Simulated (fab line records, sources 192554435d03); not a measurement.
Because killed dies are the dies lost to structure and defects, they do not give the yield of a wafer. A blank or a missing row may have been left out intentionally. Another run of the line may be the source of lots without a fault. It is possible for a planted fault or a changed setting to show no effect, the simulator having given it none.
Struck lot and sound lot, side by side	flow n5_finfet	14 out of 1938 route steps
Sound: the wafers L122.1, L122.2, L122.5. Wafers L129.2, L129.3, L129.4 were the ones struck. The cause is given at the end.
Per side, at each step with rows, come the tool, then ch with its chambers, and then its first start. Under that, the readings that differ: sound wafers	struck wafers	difference of the means	sigmas: that difference in standard deviations of wafers without a fault.
alike: readings whose means differ by less than 2 such deviations, and words and numbers that are the same on both sides. not compared: withheld readings, readings that some wafer has no value for, bounds like >300 that may hide the same value, and numbers for which the record gives no deviation and whose values overlap.
Wherever a step has rows on one side only, a row that says differs or no value, or a row with sigmas, the two part there. Numbers that don't overlap but have no deviation are shown without sigmas and don't part them. Lack of a reading on every wafer of one side parts them only where that side has two or more wafers.

N5_MIM_BOT_ETCH_ETCH_03: etches the open film in Cl2/BCl3, target depth 12 nm.
  sound on rie_metal-03 ch 0,1, day 12 09:02; struck on rie_metal-02 ch 0,1, day 15 10:52
  alike: drypump_motor_current_A, oes_product_au, rf_fwd_power_W, throttle_valve_pct
  not compared: rf_hours_counter_h
N5_MIM_BOT_ETCH_ETCH_00: etches TiN in Cl2/BCl3, target depth 45.5 nm.
  sound on rie_metal-03 ch 0,1, day 12 09:08; struck on rie_metal-02 ch 0,1, day 15 10:57
  alike: drypump_motor_current_A, mfc_ar_sccm, oes_product_au, rf_fwd_power_W, throttle_valve_pct
  not compared: rf_hours_counter_h
N5_MIM_BOT_ETCH_STRIP_01: strips in O2.
  sound on rie_diel-04 ch 2,3, day 12 09:24; struck on rie_diel-02 ch 0,3, day 15 11:05
  alike: drypump_motor_current_A, o2_flow_sccm, oes_product_au, rf_vpp_V, showerhead_plenum_p_Torr, throttle_valve_pct
  not compared: rf_hours_counter_h
then, 3 steps without rows for these wafers: N5_MIM_BOT_ETCH_STRIP_02 (strips in post etch residue remover, time 1200 s); N5_MIM_BOT_ETCH_CLEAN_05 (cleans in IPA, time 180 s); N5_MIM_BOT_ETCH_SRD_06 (time 30 s).
N5_PASSIVATION_PECVD_55: deposits SiO2 from SiH4/N2O, target thk 400 nm, time 22.5 s.
  sound on pecvd-04 ch 0,1, day 12 09:54; struck on pecvd-02 ch 1,2, day 15 11:35
reading	sound	struck	difference	sigmas
rf_fwd_power_W (W)	592 603 590	602 605 600	+7	+2
  alike: heater_power_w, showerhead_plenum_p_Torr, throttle_valve_pct
N5_PASSIVATION_PECVD_01: deposits SiNx from SiH4/NH3/N2, target thk 200 nm, time 43.2 s.
  sound on pecvd-04 ch 0,1, day 12 09:56; struck on pecvd-02 ch 1,2, day 15 11:38
reading	sound	struck	difference	sigmas
rf_fwd_power_W (W)	1378 1387 1379	1389 1403 1402	+17	+2
  alike: heater_power_w, showerhead_plenum_p_Torr, throttle_valve_pct
then, 4 steps without rows for these wafers: N5_PASSIVATION_HMDS_03 (time 60 s); N5_PASSIVATION_COAT_04; N5_PASSIVATION_EBR_06; N5_PASSIVATION_SOFTBAKE_05 (time 90 s).
N5_PASSIVATION_EXPOSE_07: exposes mask TV, defocus 0 nm, target cd 3000 nm.
  sound on krf_scanner-02 ch 0, day 12 10:17; struck on krf_scanner-01, day 15 15:58
  no value came back on the struck wafers for exposure_dose_mJ_cm2, focus_offset_nm (nm); on the sound wafers exposure_dose_mJ_cm2 reads 22.780 22.783 22.769
  alike: mask
after that, 1 step had no rows for these wafers: N5_PASSIVATION_PEB_08.

WHERE THEY PART
First at N5_PASSIVATION_PECVD_55; last, within this record, at N5_PASSIVATION_EXPOSE_07.

WHY: whatever the simulator had introduced
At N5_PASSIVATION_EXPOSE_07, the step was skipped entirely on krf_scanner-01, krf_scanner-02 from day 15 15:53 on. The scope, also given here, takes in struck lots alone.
